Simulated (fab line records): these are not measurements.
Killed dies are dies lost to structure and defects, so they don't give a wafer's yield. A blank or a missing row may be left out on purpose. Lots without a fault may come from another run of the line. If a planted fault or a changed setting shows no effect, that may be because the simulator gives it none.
Which tool did it? | flow n5Finfet | 9 lots with 25 wafers sampled at 2 steps, on a route of 1938 steps

== WHAT THE GAUGES SHOWED, per wafer ==
N5_BEOL_M3_CD_MEAS_28: target cd 25.7 nm, target cd y 23.3 nm.
lot  | measured     | on       | cdNm (nm)
L153 | day 7 08:59  | cdSem-03 | 26.03 26.27 25.94
L157 | day 7 19:17  | cdSem-02 | 25.83 26.02 25.60
L158 | day 8 13:29  | cdSem-03 | 25.26 25.57 20.94
L159 | day 8 23:01  | cdSem-01 | 25.61 25.74 21.30
L161 | day 9 02:07  | cdSem-03 | 26.00 25.97 20.79
L169 | day 11 13:26 | cdSem-01 | 26.06 25.50 25.69
L173 | day 12 17:52 | cdSem-01 | 25.80 25.75 25.54
L170 | day 12 18:27 | cdSem-02 | 25.51 25.53
L175 | day 12 21:14 | cdSem-01 | 25.45 25.87

== WHAT TOOL EACH LOT RAN ON (gives the tool, then ch and the chambers of the sampled wafers, and finally the start) ==
lot  | N5_BEOL_M3_EXPOSE_25
L153 | euvScanner-02 ch 0, day 7 08:50
L157 | euvScanner-01 ch 0, day 7 19:08
L158 | euvScanner-02 ch 0, day 8 13:21
L159 | euvScanner-02 ch 0, day 8 22:53
L161 | euvScanner-02 ch 0, day 9 01:58
L169 | euvScanner-02 ch 0, day 11 13:19
L173 | euvScanner-02 ch 0, day 12 17:43
L170 | euvScanner-02 ch 0, day 12 18:19
L175 | euvScanner-02 ch 0, day 12 21:06
- N5_BEOL_M3_EXPOSE_25: exposes mask V2, defocus 5 nm.

== THE ANSWER, worked out from the rows above alone ==
Rule: usual is defined by the lots themselves. Put in order of their means at a reading, lots are off if they are a third of the lots or fewer, leave a main group of 4 or more, and stand apart from it by a gap of 3 or more times the standard deviation of the main group's means; of several such gaps the widest counts. A main group whose means are all the same, to the digits that the tables above print for the reading, isn't used. Also off: a lot with no number at a reading for which 4 or more lots have one. Any other lot the step has rows for is counted as sound.
Off at N5_BEOL_M3_CD_MEAS_28 (cdNm): L158, L159, L161. Mean 25.75 nm and standard deviation 0.17 in the main group.
If a tool, at a process step before that reading, ran all the lots that are off and no sound lot after the first of them, it fits. The gauges at N5_BEOL_M3_CD_MEAS_28 are tried like those tools. No candidate that was tried fits.

== WHAT THE SIMULATOR PUT IN ==
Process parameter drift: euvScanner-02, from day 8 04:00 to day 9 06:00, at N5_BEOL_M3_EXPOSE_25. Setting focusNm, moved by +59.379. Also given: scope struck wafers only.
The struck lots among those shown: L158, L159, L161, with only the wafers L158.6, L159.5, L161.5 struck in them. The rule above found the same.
